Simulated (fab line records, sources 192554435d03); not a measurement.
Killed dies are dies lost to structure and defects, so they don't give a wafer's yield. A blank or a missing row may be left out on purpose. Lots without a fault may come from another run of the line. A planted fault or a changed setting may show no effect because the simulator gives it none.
fab line records | flow n5_finfet
record lots=7 wafers=19 last_day=18
route steps=1938 shown BEOL_M7@1314 PASSIVATION@1936
lots that met no fault: from a run of the same line without faults
start_h: hours from the record's first day to the start of the lot's first wafer shown | wait_h: hours since the lot's step before | " the same as in the row above | L1.1+2: a row that stands for several wafers | - no value, or no start given | * or withheld: withheld | < > ~ a bound
route shown NAME@n: a module of which the file shows steps, and the number in the route of the first | usual: mean/standard deviation of fault-free wafers | same: alike in all rows | chamber/n: place in a boat | sites: the reading at each site | _std_site: their standard deviation | _edge_site: outer sites' mean less inner sites' | radius_mm: how far each site lies from the wafer's centre | mask NAME#n: copy n | behind: the tool/chamber that last shaped the wafer | hold: why the lot was held/for how many hours/how that ended | device: the transistor (n, p or np) that didn't switch | end of line: the same wafers' tests at the end of the route | a step without rows: its recipe alone | killed: dies lost to structure and defects at the first sort, not the wafer's yield | map: a wafer's dies, x killed, . not, _ none there
set.NAME: the setting as run; set.NAME@STEP: as run at that earlier step | model.NAME: the simulator's own value behind a step, which no gauge read
lots at some steps of the route; a table a step, a row a wafer
services: from which hour (start_h, from the record's first day; less than 0 if before it) a tool's chamber was out of use, for how many hours, and why
## steps
# step N5_BEOL_M7_PRECLEAN_42
# recipe chemistry=residue_remover time_s=60 temp_c=40
# step N5_BEOL_M7_SRD_43
# recipe time_s=30 temp_c=23 rinse_liquid=diw dry=ipa_marangoni
# step N5_BEOL_M7_CD_MEAS_35
# recipe target_cd_nm=40 polarity=opening
# usual cd_nm=39.9/0.43
# columns lot.wafer tool chamber start_h wait_h cd_nm
L700.1 cd_sem-02 - 235.80 0.0 39.5
L700.2 " - " " 39.3
L700.5 " - " " 39.5
L701.1 cd_sem-03 - 239.61 0.0 39.9
L701.5 " - " " 39.8
L701.6 " - " " 39.6
L707.2 cd_sem-02 - 286.64 0.0 39.7
L707.3 " - " " 39.5
L707.5 " - " " 39.4
L711.3 cd_sem-01 - 293.14 0.0 40.0
L711.5 " - " " 39.7
L713.2 cd_sem-01 - 315.96 0.0 40.0
L713.3 " - " " 40.5
L713.5 " - " " 39.0
L714.4 cd_sem-01 - 316.04 0.0 40.6
L714.5 " - " " 39.7
L719.2 cd_sem-02 - 347.18 0.0 40.1
L719.3 " - " " 39.4
L719.5 " - " " 39.9
# step N5_BEOL_M7_CURE_75
# recipe temp_c=370 time_s=120 ambient=DMADMS/He material=SiCOH_lowk
# usual lamp_power_pct=52.31/0.058 wafer_temp_C_max=371.6/0.5
# columns lot.wafer tool chamber start_h wait_h lamp_power_pct wafer_temp_C_max
L700.1 uv_cure-02 2 235.84 0.0 52.19 371.0
L700.2 " 2 " " 52.30 371.3
L700.5 " 2 " " 52.32 371.1
L701.1 uv_cure-02 0 239.65 0.0 52.37 371.7
L701.5 " 0 " " 52.28 371.8
L701.6 " 0 " " 52.35 371.6
L707.2 uv_cure-03 0 287.66 1.0 52.23 371.6
L707.3 " 0 " " 52.32 372.1
L707.5 " 0 " " 52.30 372.5
L711.3 uv_cure-03 2 294.28 1.1 52.22 371.6
L711.5 " 2 " " 52.30 371.0
L713.2 uv_cure-02 2 316.05 0.1 52.33 371.0
L713.3 " 2 " " 52.21 370.8
L713.5 " 2 " " 52.41 370.9
L714.4 uv_cure-03 2 316.23 0.2 52.34 371.8
L714.5 " 2 " " 52.32 371.5
L719.2 uv_cure-01 0 347.27 0.1 52.29 371.7
L719.3 " 0 " " 52.32 371.5
L719.5 " 0 " " 52.27 371.5
# step N5_BEOL_M7_DEGAS_44
# recipe ambient=vacuum temp_c=250 time_s=60
# step N5_BEOL_M7_PRE_CLEAN_45
# recipe gas=H2/He time_s=30 temp_c=250
# step N5_BEOL_M7_ALD_77
# recipe material=TaN target_thk_a=20 temp_c=275 ald_precursor_family=PDMAT ald_co_reactant=NH3 pressure_torr=3 carrier_flow_sccm=1500 pulse_time_s=2 purge_time_s=3 co_reactant_purge_time_s=2 co_reactant_pulse_time_s=3 ald_cycles=40 precursor_vessel_temp_c=75 precursor_vessel_pressure_torr=26.25 precursor_vessel_carrier_sccm=1000
# usual heater_power_w=435/53
# columns lot.wafer tool chamber start_h wait_h heater_power_w
L700.1 ald_metal-03 2 236.34 0.1 389
L700.2 " 0 " " 343
L700.5 " 2 " " 393
L701.1 ald_metal-01 2 240.11 0.0 479
L701.5 " 0 " " 401
L701.6 " 1 " " 517
L707.2 ald_metal-02 1 288.24 0.0 413
L707.3 " 3 " " 373
L707.5 " 2 " " 377
L711.3 ald_metal-01 2 294.61 0.0 475
L711.5 " 0 " " 416
L713.2 ald_metal-01 0 316.44 0.1 413
L713.3 " 1 " " 505
L713.5 " 0 " " 398
L714.4 ald_metal-03 2 316.50 0.0 392
L714.5 " 0 " " 343
L719.2 ald_metal-03 1 348.03 0.1 476
L719.3 " 3 " " 459
L719.5 " 1 " " 485
# step N5_BEOL_M7_SURFACE_TREAT_79
# recipe gas=Ar time_s=* ion_energy_ev=* ion_current_ma_cm2=0.5 pressure_mtorr=* ar_flow_sccm=30
# usual throttle_valve_pct=*
# columns lot.wafer tool chamber start_h wait_h throttle_valve_pct
L700.1 pvd_sputter-02 - 236.75 0.3 *
L700.2 " - " " *
L700.5 " - " " *
L701.1 pvd_sputter-03 - 240.44 0.2 *
L701.5 " - " " *
L701.6 " - " " *
L707.2 pvd_sputter-01 - 288.66 0.3 *
L707.3 " - " " *
L707.5 " - " " *
L711.3 pvd_sputter-03 - 294.89 0.2 *
L711.5 " - " " *
L713.2 pvd_sputter-03 - 316.73 0.2 *
L713.3 " - " " *
L713.5 " - " " *
L714.4 pvd_sputter-02 - 316.95 0.3 *
L714.5 " - " " *
L719.2 pvd_sputter-02 - 348.39 0.2 *
L719.3 " - " " *
L719.5 " - " " *
# step N5_BEOL_M7_CVD_78
# recipe material=Co target_thk_a=20 temp_c=withheld precursor=CCTBA/H2 pressure_torr=30 time_s=142.3
# step N5_BEOL_M7_SPUTTER_48
# recipe material=Cu target_thk_a=100 temp_c=-20 bias_v=60 power_w=26000 chamber_pressure_pa=0.13 time_s=1.667
# usual chamber_pressure_pa=0.13004/0.00026 throttle_valve_pct=30.1/1
# columns lot.wafer tool chamber start_h wait_h chamber_pressure_pa throttle_valve_pct
L700.1 pvd_sputter-03 - 238.50 1.4 0.13005 31.1
L700.2 " - " " 0.13017 30.3
L700.5 " - " " 0.13015 30.6
L701.1 pvd_sputter-03 - 242.49 1.7 0.12993 30.0
L701.5 " - " " 0.13006 30.4
L701.6 " - " " 0.13024 28.4
L707.2 pvd_sputter-01 - 288.88 0.1 0.13023 31.8
L707.3 " - " " 0.13013 29.9
L707.5 " - " " 0.13026 30.1
L711.3 pvd_sputter-03 - 295.06 0.1 0.13019 29.8
L711.5 " - " " 0.13031 31.2
L713.2 pvd_sputter-03 - 317.03 0.1 0.12988 31.1
L713.3 " - " " 0.12952 28.4
L713.5 " - " " 0.12966 30.0
L714.4 pvd_sputter-03 - 317.22 0.0 0.13022 28.5
L714.5 " - " " 0.12959 30.3
L719.2 pvd_sputter-01 - 348.61 0.1 0.12977 32.1
L719.3 " - " " 0.12982 29.8
L719.5 " - " " 0.12975 29.6
# step N5_BEOL_M7_ECD_50
# recipe material=Cu target_thk_a=3000
# step N5_BEOL_M7_ANNEAL_51
# recipe temp_c=225 time_s=90 ambient=N2
# usual wafer_temp_C_max=225.8/0.32
# columns lot.wafer tool chamber start_h wait_h wafer_temp_C_max
L700.1 rtp_anneal-01 0 238.71 0.1 225.6
L700.2 " 0 " " 225.9
L700.5 " 0 " " 225.7
L701.1 rtp_anneal-02 0 243.03 0.4 225.9
L701.5 " 0 " " 225.9
L701.6 " 0 " " 226.1
L707.2 rtp_anneal-02 0 289.14 0.1 226.5
L707.3 " 0 " " 226.4
L707.5 " 0 " " 226.0
L711.3 rtp_anneal-02 0 295.36 0.1 225.9
L711.5 " 0 " " 226.0
L713.2 rtp_anneal-02 0 317.72 0.6 226.2
L713.3 " 0 " " 226.0
L713.5 " 0 " " 225.7
L714.4 rtp_anneal-01 0 318.25 0.9 225.7
L714.5 " 0 " " 225.8
L719.2 rtp_anneal-01 0 348.95 0.2 225.8
L719.3 " 0 " " 225.2
L719.5 " 0 " " 225.4
# step N5_BEOL_M7_CMP_52
# recipe stop_on=SiCOH_lowk t_overpolish_s=6.9 down_force_psi=1 platen_rpm=50 clearing_platen_down_force_psi=1.5 clearing_platen_rpm=50 post_cmp_clean=cu_alkaline target_thk_nm=80 clearing_platen_pad_velocity_m_s=0.99484 pad_velocity_m_s=0.99484
# usual barrier_field_endpoint_s=28.9/0.62 motor_current_A=6.3/0.76 overpolish_run_s=6.900/0.0093 time_to_endpoint_s=62.9/2.1
# same t_overpolish_s=6.9
# columns lot.wafer tool chamber start_h wait_h barrier_field_endpoint_s motor_current_A overpolish_run_s time_to_endpoint_s model.Cu_of_BEOL_M7_ECD_50.thk_nm
L700.1 cmp-03 2 239.05 0.3 28.6 6.7 6.914 67.3 79.6
L700.2 " 0 " " 27.6 5.8 6.911 61.3 79.2
L700.5 " 2 " " 28.8 6.5 6.895 64.4 79.2
L701.1 cmp-01 2 243.33 0.3 28.7 5.4 6.909 61.1 78.4
L701.5 " 2 " " 29.4 5.8 6.892 67.1 77.4
L701.6 " 3 " " 28.9 6.4 6.884 63.2 76
L707.2 cmp-03 3 289.46 0.3 27.8 8.0 6.904 61.7 81.6
L707.3 " 0 " " 29.1 5.4 6.908 66.0 80
L707.5 " 2 " " 29.2 6.5 6.881 67.7 80.6
L711.3 cmp-03 1 295.61 0.2 15.6 5.7 6.907 37.5 73.4
L711.5 " 1 " " 15.7 5.9 6.894 34.2 74.4
L713.2 cmp-03 0 318.05 0.3 29.4 5.7 6.901 60.9 82.2
L713.3 " 1 " " 16.1 5.9 6.924 33.0 79.8
L713.5 " 3 " " 16.3 8.1 6.906 33.8 78.4
L714.4 cmp-03 3 318.46 0.2 28.3 7.9 6.909 57.7 78.2
L714.5 " 2 " " 16.5 6.4 6.893 34.9 78.6
L719.2 cmp-04 1 349.24 0.2 28.2 6.1 6.905 63.9 78.8
L719.3 " 2 " " 28.2 6.9 6.910 64.9 81
L719.5 " 1 " " 28.8 5.8 6.904 63.3 80.8
# step N5_PASSIVATION_PROBE_49
# usual defect_limited_yield=91.2/1.5 killed_at_M0_to_M3=32/9.6 killed_at_M4_up=13/5.3 killed_at_contacts=13/6.7 killed_at_front_end=42/11 killed_at_other=3.8/2.9 killed_dies=103/17 killed_open=67/13 killed_short=35/7.9 sort_bin_5_function=5.2/0.94 sort_bin_6_memory=3.3/0.64 sort_n_pass=1077/17 sort_yield_pct=91.2/1.5
# same gross_dies=1180 killed_at_back_side=0 sort_bin_4_leakage[%]=0 sort_bin_8_speed[%]=0
# columns lot.wafer tool chamber start_h wait_h defect_limited_yield[%] killed_at_M0_to_M3 killed_at_M4_up killed_at_contacts killed_at_front_end killed_at_other killed_dies killed_open killed_short sort_bin_5_function[%] sort_bin_6_memory[%] sort_n_pass sort_yield_pct[%]
L713.2 prober-02 - 412.32 0.1 93.2 22 11 15 31 1 80 58 22 4.6 2.0 1100 93.2
L713.3 prober-02 - 412.37 0.1 92.3 29 11 5 45 1 91 63 28 4.0 3.6 1089 92.3
L713.5 prober-02 - 412.47 0.2 93.4 33 13 10 22 0 78 49 28 3.6 2.6 1102 93.4
L714.4 prober-02 - 414.81 0.2 89.2 33 13 27 52 2 127 80 44 6.4 3.7 1053 89.2
L714.5 prober-02 - 414.86 0.2 91.1 32 12 23 34 4 105 77 25 5.5 3.2 1075 91.1
# killed by level:class
L713.2 MOL_CONTACT_COAG:geometric_particle:open=11 DUMMY_GATE:geometric_particle:open=7 BEOL_M4:geometric_particle:open=7 STI_FIN_REVEAL:geometric_particle:open=5 BEOL_M0_SAQP:geometric_particle:open=5 GATE_CUT:geometric_particle:open=4 MOL_CONTACT_COAG:geometric_particle:short=4 BEOL_M3:geometric_particle:open=4
L713.3 DUMMY_GATE:geometric_particle:open=10 BEOL_M0_SAQP:geometric_particle:open=9 STI_FIN_REVEAL:geometric_particle:open=8 GATE_CUT:geometric_particle:open=6 GATE_CUT:geometric_particle:short=6 BEOL_M0_SAQP:geometric_particle:short=6 BEOL_M2:geometric_particle:open=6 ILD0:geometric_particle:open=5
L713.5 BEOL_M0_SAQP:geometric_particle:open=16 BEOL_M0_SAQP:geometric_particle:short=12 MOL_CONTACT_COAG:geometric_particle:open=7 FIN_SAQP:geometric_particle:open=5 GATE_CUT:geometric_particle:short=4 BEOL_M4:geometric_particle:open=4 FIN_SAQP:geometric_particle:short=3 DUMMY_GATE:geometric_particle:open=3
L714.4 MOL_CONTACT_COAG:geometric_particle:open=21 FIN_SAQP:geometric_particle:short=15 STI_FIN_REVEAL:geometric_particle:open=12 FIN_SAQP:geometric_particle:open=9 BEOL_M2:geometric_particle:open=8 BEOL_M0_SAQP:geometric_particle:short=8 BEOL_M1:geometric_particle:open=7 BEOL_M0_SAQP:geometric_particle:open=6
L714.5 MOL_CONTACT_COAG:geometric_particle:open=19 STI_FIN_REVEAL:geometric_particle:open=12 FIN_SAQP:geometric_particle:open=8 BEOL_M2:geometric_particle:open=7 BEOL_M0_SAQP:geometric_particle:open=7 BEOL_M0_SAQP:geometric_particle:short=6 BEOL_M4:geometric_particle:open=5 BEOL_M1:geometric_particle:open=5
## services
# columns tool chamber start_h hours kind
ald_metal-03 - 218.85 6.0 pm
uv_cure-02 - 226.67 3.9 repair
cmp-03 - 243.11 0.5 repair
cmp-01 - 247.09 1.8 repair
cmp-04 - 252.97 1.8 repair
uv_cure-02 - 260.12 44.8 repair
ald_metal-02 0 267.52 25.1 repair
cmp-01 - 268.50 4.0 pm
pvd_sputter-03 - 271.86 1.3 repair
uv_cure-01 - 273.69 22.2 pm
cmp-01 - 279.79 0.9 repair
ald_metal-03 2 290.71 5.9 repair
ald_metal-03 - 298.34 1.1 repair
cmp-04 - 301.93 4.0 pm
ald_metal-01 2 304.44 2.0 repair
ald_metal-02 - 305.80 8.7 pm
cmp-01 - 306.65 1.1 repair
cmp-04 - 323.99 2.3 repair
uv_cure-01 - 328.31 0.6 repair
ald_metal-01 - 337.25 14.0 pm
ald_metal-01 0 337.25 14.0 vent_cycle
ald_metal-01 1 337.25 14.0 vent_cycle
ald_metal-01 2 337.25 14.0 vent_cycle
ald_metal-01 3 337.25 14.0 vent_cycle
## key
first_sign step=N5_BEOL_M7_CMP_52 reading=barrier_field_endpoint_s direction=down sigmas=21 usual=28.9 struck=16.0
effect step=N5_BEOL_M7_CMP_52 reading=time_to_endpoint_s direction=down sigmas=13 usual=* struck=*
model_effect step=N5_BEOL_M7_CMP_52 value=Cu_of_BEOL_M7_ECD_50.thk_nm without=79.4 struck=76.92
met_at N5_BEOL_M7_CMP_52
struck_wafers L711.3,L711.5,L713.3,L713.5,L714.5
onset_between 289.46 295.61
fault kind=process_parameter_drift tool=cmp-03 chamber=- onset_h=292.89 steps=N5_BEOL_M7_CMP_52 channel=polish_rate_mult offset=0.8 shape=step end_h=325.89 scope=struck_wafers_only
